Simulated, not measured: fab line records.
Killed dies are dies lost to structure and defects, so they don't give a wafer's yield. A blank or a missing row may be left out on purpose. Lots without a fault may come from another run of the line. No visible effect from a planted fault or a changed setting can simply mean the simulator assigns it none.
Comparing a struck lot with a sound one + flow n5-finfet + 38 steps out of a route of 1938
Sound: wafers L735.1, L735.2, L735.4. Struck: wafer L751.2. (L751.5, L751.6 of the same lot were not struck and are left out.) The cause comes at the end.
Per side, at each step with rows, come the tool, then ch with its chambers, and then its first start. Under that, the readings that differ: sound wafers + struck wafers + difference of the means + sigmas: that difference in standard deviations of wafers without a fault.
alike: words and numbers the same on both sides, and readings whose means are apart by under 2 such deviations; not compared: readings that were withheld, readings missing a value for some wafer, numbers with overlapping values and no deviation given by the record, and bounds like >300 which may hide the same value.
The two part at a step that has a row with sigmas, a row that says differs or no value, or rows on one side only. Non-overlapping numbers with no deviation appear without sigmas and do not part them. Lack of a reading on every wafer of one side parts them only where that side has two or more wafers.

first, 9 steps without rows for these wafers: N5_BEOL_M4_ANNEAL_95 (time 240 s); N5_BEOL_M4_SPUTTER_96 (material Cu, target thk 4.5 nm, time 8.29 s); N5_BEOL_M4_ECD_50 (material Cu, target thk 300 nm); N5_BEOL_M4_ANNEAL_51 (time 90 s); N5_BEOL_M4_CMP_52 (polishes, stops on SiOC, t overpolish 6.8 s, target thk 40 nm); N5_BEOL_M4_PRE_CLEAN_60 (time 15 s); N5_BEOL_M4_CO_CAP_55 (material Co, precursor CCTBA/H2, target thk 2 nm, time 102.1 s); N5_BEOL_M4_PRE_CLEAN_56 (time 15 s); N5_BEOL_M4_DEP_57 (deposits SiCN from 3MS/NH3, target thk 8 nm, time 14 s).
N5_BEOL_M4_RC_MEAS_101:
  sound on prober-02 ch 0, day 7 15:40; struck on prober-02 ch 0, day 11 13:58
  alike: DIBL_N, DIBL_P, IOFF_N, IOFF_P, ION_N, ION_P, SS_N, SS_P, VT_N, VT_P
then, 24 steps without rows for these wafers: N5_BEOL_M5_ILD_DEP_00 (deposits SiCOH lowk from DEMS/porogen, target thk 140.64 nm, time 25.9 s); N5_BEOL_M5_CURE_79 (cures SiCOH lowk, time 240 s); N5_BEOL_M5_PECVD_70 (deposits SiO2 from TEOS/O2, target thk 16 nm, time 18 s); N5_BEOL_M5_HM_DEP_02 (deposits TiN, target thk 20 nm); N5_BEOL_M5_COAT_59 (time 60 s, resist thk 60 nm); N5_BEOL_M5_COAT_60 (time 60 s, resist thk 12 nm); N5_BEOL_M5_COAT_71 (time 60 s, resist thk 5 nm); N5_BEOL_M5_COAT_05 (resist thk 30 nm); N5_BEOL_M5_EBR_07; N5_BEOL_M5_SOFTBAKE_06 (time 60 s); N5_BEOL_M5_EXPOSE_08 (exposes mask M5, target cd 28 nm); N5_BEOL_M5_PEB_09 (peb time 60 s); N5_BEOL_M5_DEVELOP_10 (develop time 30 s); N5_BEOL_M5_DESCUM_16 (chemistry O2, time 7 s); N5_BEOL_M5_ETCH_72 (etches underlayer in N2/H2, target depth 6.5 nm, time 5.2 s); N5_BEOL_M5_ETCH_61 (etches SiARC in CF4, target depth 15.6 nm, time 26 s); N5_BEOL_M5_ETCH_62 (etches SOC in N2/H2, target depth 75 nm, overetch 15 nm, time 112.5 s); N5_BEOL_M5_STRIP_63 (strips in N2/H2); N5_BEOL_M5_STRIP_73 (strips in N2/H2); N5_BEOL_M5_STRIP_64 (strips in CF4); N5_BEOL_M5_HM_OPEN_17 (chemistry Cl2/BCl3, target TiN, target depth 20 nm, overetch 6 nm); N5_BEOL_M5_STRIP_19 (strips in O2); N5_BEOL_M5_COAT_65 (time 60 s, resist thk 60 nm); N5_BEOL_M5_COAT_66 (time 60 s, resist thk 12 nm).
-- record jumps: 3 days separate the struck wafers' starts on either side; left off in module BEOL_M5, taken up again in module BEOL_M13, whose first shown step is the route's number 1710 --
N5_BEOL_M13_CMP_49: polishes, stops on SiOC, t overpolish 17.1 s, target thk 420 nm.
  sound on cmp-04 ch 0,2,3, day 10 18:50; struck on cmp-04 ch 2, day 14 11:39
| reading                      | sound                | struck | difference | sigmas      |
|------------------------------|----------------------|--------|------------|-------------|
| barrier-field-endpoint-s (s) | 29.4 30.5 30.3       | 61.5   | +31.4      | +41         |
| overpolish-run-s (s)         | 17.111 17.097 17.089 | 0.035  | -17.064    | -99 or more |
  alike: edge-zone-pressure-frac, motor-current-A
N5_BEOL_M13_THK_MEAS_50: measures by xrf.
  sound: film-metro-02 at day 10 19:05; struck: film-metro-02 at day 14 11:50
| reading      | sound       | struck | difference | sigmas |
|--------------|-------------|--------|------------|--------|
| M13_THK (nm) | 428 425 425 | 789    | +363       | +63    |
N5_BEOL_M13_INSPECT_55: inspects for defects (darkfield).
  sound: defect-inspect-01 at day 10 19:14; struck: defect-inspect-02 at day 14 12:01
| reading          | sound    | struck | difference | sigmas      |
|------------------|----------|--------|------------|-------------|
| raw-defect-count | 64 53 51 | 3057   | +3001      | +99 or more |
N5_PASSIVATION_PROBE_49:
  sound: prober-02 at day 12 00:28; struck: prober-02 at day 15 15:02
| reading                  | sound          | struck | difference | sigmas      |
|--------------------------|----------------|--------|------------|-------------|
| defect-limited-yield (%) | 92.5 90.8 93.8 | 0      | -92        | -62         |
| killed_at_M4_up          | 17 14 7        | 1107   | +1094      | +99 or more |
| killed-dies              | 89 108 73      | 1180   | +1090      | +64         |
| killed-on-rim            | 9 10 12        | 152    | +142       | +32         |
| sort-n-pass              | 1091 1072 1107 | 0      | -1090      | -64         |
| sort-yield-pct (%)       | 92.5 90.8 93.8 | 0      | -92        | -62         |
  alike: killed_at_M0_to_M3, killed-at-contacts, killed-at-front-end, killed-at-other, killed-open, killed-short, sort_bin_5_function, sort_bin_6_memory

== WHERE THEY PART ==
Earliest at N5_BEOL_M13_CMP_49; latest, in this record, at N5_PASSIVATION_PROBE_49.

WHY: the cause the simulator had injected
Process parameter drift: cmp-04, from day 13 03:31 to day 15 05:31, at N5_BEOL_M13_CMP_49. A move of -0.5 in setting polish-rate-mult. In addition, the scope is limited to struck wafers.
